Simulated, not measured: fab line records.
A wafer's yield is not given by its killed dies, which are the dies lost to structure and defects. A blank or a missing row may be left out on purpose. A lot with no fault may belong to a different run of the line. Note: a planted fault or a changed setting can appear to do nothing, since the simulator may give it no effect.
Split-lot trial	flow n5-finfet	route with 1938 steps; 7 lots, 21 wafers read

SPLIT DETAILS
At N5_DUMMY_GATE_HM_DEP_06 (deposits SiNx from DCS/NH3, target thk 80 nm, time 5141 s), the setting time-s was moved away from the recipe's 5141 s on 15 of the 21 wafers read, by -10.8% to +14.9%. All remaining wafers had this setting at the recipe value.

Reading taken at the split's own step.

THE READING
SiNx_of_DUMMY_GATE_HM_DEP_06.thk-nm (the simulator's own value, which no gauge read), in nm, at N5_DUMMY_GATE_HM_DEP_06 (deposits SiNx from DCS/NH3, target thk 80 nm, time 5141 s). The file gives no usual value for it. The 6 wafers here that ran the recipe average 79.6 nm, standard deviation 1.5 nm.

wafer	tool, chamber at the split	time-s as run, s	against the recipe	SiNx_of_DUMMY_GATE_HM_DEP_06.thk-nm, nm	against lot-mates on the recipe
L074.3	-, -	5432	+5.7%	84.6	no lot-mate on the recipe
L074.4	-, -	5432	+5.7%	84.6	no lot-mate on the recipe
L074.6	-, -	5432	+5.7%	84.6	no lot-mate on the recipe
L075.1	-, -	5907	+14.9%	91.6	no lot-mate on the recipe
L075.3	-, -	5907	+14.9%	91.6	no lot-mate on the recipe
L075.2	-, -	5907	+14.9%	91.4	no lot-mate on the recipe
L077.2	-, -	5906	+14.9%	90.2	no lot-mate on the recipe
L077.3	-, -	5906	+14.9%	91	no lot-mate on the recipe
L077.5	-, -	5906	+14.9%	90.4	no lot-mate on the recipe
L078.2	-, -	5507	+7.1%	86.2	no lot-mate on the recipe
L078.5	-, -	5507	+7.1%	86.8	no lot-mate on the recipe
L078.6	-, -	5507	+7.1%	86	no lot-mate on the recipe
L087.1	lpcvd-01, 1/15	5141	recipe	81.4	-
L087.3	lpcvd-01, 1/25	5141	recipe	81.2	-
L087.4	lpcvd-01, 1/29	5141	recipe	80.8	-
L092.3	-, -	4587	-10.8%	71.6	no lot-mate on the recipe
L092.6	-, -	4587	-10.8%	71.6	no lot-mate on the recipe
L092.4	-, -	4587	-10.8%	72.2	no lot-mate on the recipe
L097.1	-, -	5141	recipe	78.2	-
L097.5	-, -	5141	recipe	78.2	-
L097.4	-, -	5141	recipe	78	-

THE FIT
A straight line over all 21 wafers: SiNx_of_DUMMY_GATE_HM_DEP_06.thk-nm changes by +0.761 nm for each +1% of time-s; r = +0.99; the points scatter about the line by 1 nm.
Too few moved wafers with a lot-mate on the recipe to fit a line net of each lot's own level.

FILE'S OWN FIT
SiNx_of_DUMMY_GATE_HM_DEP_06.thk-nm changes by +0.761 nm for each +1% of time-s, r = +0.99.
